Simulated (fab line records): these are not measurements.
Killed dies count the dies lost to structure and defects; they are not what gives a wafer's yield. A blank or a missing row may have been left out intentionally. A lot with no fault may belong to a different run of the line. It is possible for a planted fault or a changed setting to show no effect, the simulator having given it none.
Which tool is to blame?	flow nand harc	12 lots with 36 wafers sampled at 2 steps, on a route of 1302 steps

WHAT THE GAUGES READ, wafer by wafer
NHARC_P_M0_INSPECT_11.
lot	measured	on	raw defect count
L075	day 6 15:28	defect inspect-01	2 10 2
L077	day 7 15:08	defect inspect-02	2 3 2
L079	day 8 06:05	defect inspect-01	4 5 1
L080	day 8 23:28	defect inspect-02	6 4 4
L083	day 10 03:19	defect inspect-02	2 2 5
L085	day 10 20:26	defect inspect-01	4 3 3
L086	day 11 09:17	defect inspect-02	2 5 4
L089	day 12 04:32	defect inspect-01	6 4 4
L091	day 13 05:31	defect inspect-01	3 4 4
L093	day 13 22:17	defect inspect-01	3 4 4
L095	day 14 21:35	defect inspect-01	4 7 5
L097	day 15 12:16	defect inspect-02	1 5 2

WHAT TOOL EACH LOT RAN ON (gives the tool, then ch and the chambers of the sampled wafers, and finally the start)
lot	NHARC_P_CONTACT_STRIP_28
L075	rie diel-11 ch 1,2, day 6 12:16
L077	rie diel-07 ch 0,1, day 7 11:59
L079	rie diel-05 ch 0,1,3, day 8 02:57
L080	rie diel-05 ch 0,1,3, day 8 20:19
L083	rie diel-05 ch 1,2,3, day 9 23:59
L085	rie diel-11 ch 0,3, day 10 17:14
L086	rie diel-07 ch 0,3, day 11 05:32
L089	rie diel-11 ch 0,2, day 12 01:23
L091	rie diel-07 ch 1,2,3, day 13 02:18
L093	rie diel-11 ch 0,3, day 13 19:11
L095	rie diel-05 ch 0,1,3, day 14 18:26
L097	rie diel-07 ch 1,2, day 15 09:10
- NHARC_P_CONTACT_STRIP_28: strips in O2.

THE ANSWER, worked out from the rows above alone
Rule: usual is defined by the lots themselves. Put in order of their means at a reading, lots are off if they are a third of the lots or fewer, leave a main group of 4 or more, and stand apart from it by a gap of 3 or more times the standard deviation of the main group's means; of several such gaps the widest counts. If all means in a main group match to the digits the tables above print for the reading, that group is not used. Also off: a lot with no number at a reading for which 4 or more lots have one. Any other lot the step has rows for is counted as sound.
No lot is off at any reading shown: from this, nothing can be told.

WHAT THE SIMULATOR PUT IN
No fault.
